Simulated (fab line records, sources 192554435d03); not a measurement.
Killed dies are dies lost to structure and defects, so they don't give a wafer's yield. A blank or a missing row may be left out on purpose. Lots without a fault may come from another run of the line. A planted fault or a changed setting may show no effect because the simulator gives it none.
One fault seen from 3 desks | flow n5_finfet | each desk has only its own numbers; what lay behind them comes last

THE TOOL OWNER'S DESK: ald_sin-04
The tool's own readings at N5_MOL_CONTACT_COAG_ALD_133 (deposits SiO2, target thk 5 nm, pulse time 1 s, co reactant pulse time 1 s): means of the sampled wafers that have a number, for each lot that ran on this tool. A lot is out of limits, marked OUT, if its mean lies more than 4 standard deviations from the usual mean; the brackets give that distance.
Columns: A = heater_power_w at N5_MOL_CONTACT_COAG_ALD_133, usual 75 W; B = precursor_pulse_height_rel at N5_MOL_CONTACT_COAG_ALD_133, usual 1.001; C = susceptor_temp_C at N5_MOL_CONTACT_COAG_ALD_133, usual 99.98 C
lot  | first seen here | A  | B     | C
L596 | day 7 02:02     | 68 | 1.013 | 100.04
L602 | day 8 15:39     | 68 | 1.012 | 100.08
L603 | day 8 18:47     | 78 | 1.016 | 99.88
This desk's finding: nothing out of limits on any of the 3 lots.

THE DEFECT DESK
What the inspections along the route counted, lot by lot: means of the sampled wafers that have a number. A lot is out of limits, marked OUT, if its mean lies more than 4 standard deviations from the usual mean; the brackets give that distance.
Columns: A = raw_defect_count at N5_MOL_CONTACT_COAG_INSPECT_42, usual 184
lot  | first seen here | A
L589 | day 5 06:44     | 122
L596 | day 7 01:28     | 137
L602 | day 8 14:59     | 252
L603 | day 8 18:37     | 135
L608 | day 9 19:48     | 168
L612 | day 10 21:11    | 172
This desk's finding: nothing out of limits on any of the 6 lots.

THE METROLOGY DESK
What the gauges read, lot by lot, whatever tool the lot ran on: means of the sampled wafers that have a number. A lot is out of limits, marked OUT, if its mean lies more than 4 standard deviations from the usual mean; the brackets give that distance. Of its 12 readings 7 are shown: those that lie furthest out on some lot.
Columns: A = DIBL_N at N5_BEOL_M4_RC_MEAS_101, usual 35.8 mV/V; B = IOFF_N at N5_BEOL_M4_RC_MEAS_101, usual 0.148 nA/um; C = IOFF_P at N5_BEOL_M4_RC_MEAS_101, usual 0.20 nA/um; D = ION_N at N5_BEOL_M4_RC_MEAS_101, usual 672 uA/um; E = ION_P at N5_BEOL_M4_RC_MEAS_101, usual 462 uA/um; F = SS_N at N5_BEOL_M4_RC_MEAS_101, usual 71.2 mV/dec; G = VT_P at N5_BEOL_M4_RC_MEAS_101, usual -251 mV
lot  | first seen here | A    | B     | C    | D   | E   | F    | G
L589 | day 5 06:39     | 33.4 | 0.134 | 0.16 | 671 | 452 | 71.3 | -257
L596 | day 7 01:23     | 37.7 | 0.178 | 0.24 | 685 | 478 | 71.8 | -244
L602 | day 8 14:53     | 37.6 | 0.178 | 0.25 | 672 | 464 | 72.4 | -247
L603 | day 8 18:32     | 33.5 | 0.121 | 0.17 | 663 | 458 | 70.9 | -252
L608 | day 9 19:43     | 35.4 | 0.137 | 0.18 | 669 | 457 | 70.9 | -255
L612 | day 10 21:07    | 36.8 | 0.185 | 0.24 | 694 | 475 | 71.0 | -247
This desk's finding: nothing out of limits on any of the 6 lots.

PUT TOGETHER
The tool owner's desk saw nothing out of limits.
The defect desk saw nothing out of limits.
The metrology desk saw nothing out of limits.

WHAT THE SIMULATOR HAD PUT IN
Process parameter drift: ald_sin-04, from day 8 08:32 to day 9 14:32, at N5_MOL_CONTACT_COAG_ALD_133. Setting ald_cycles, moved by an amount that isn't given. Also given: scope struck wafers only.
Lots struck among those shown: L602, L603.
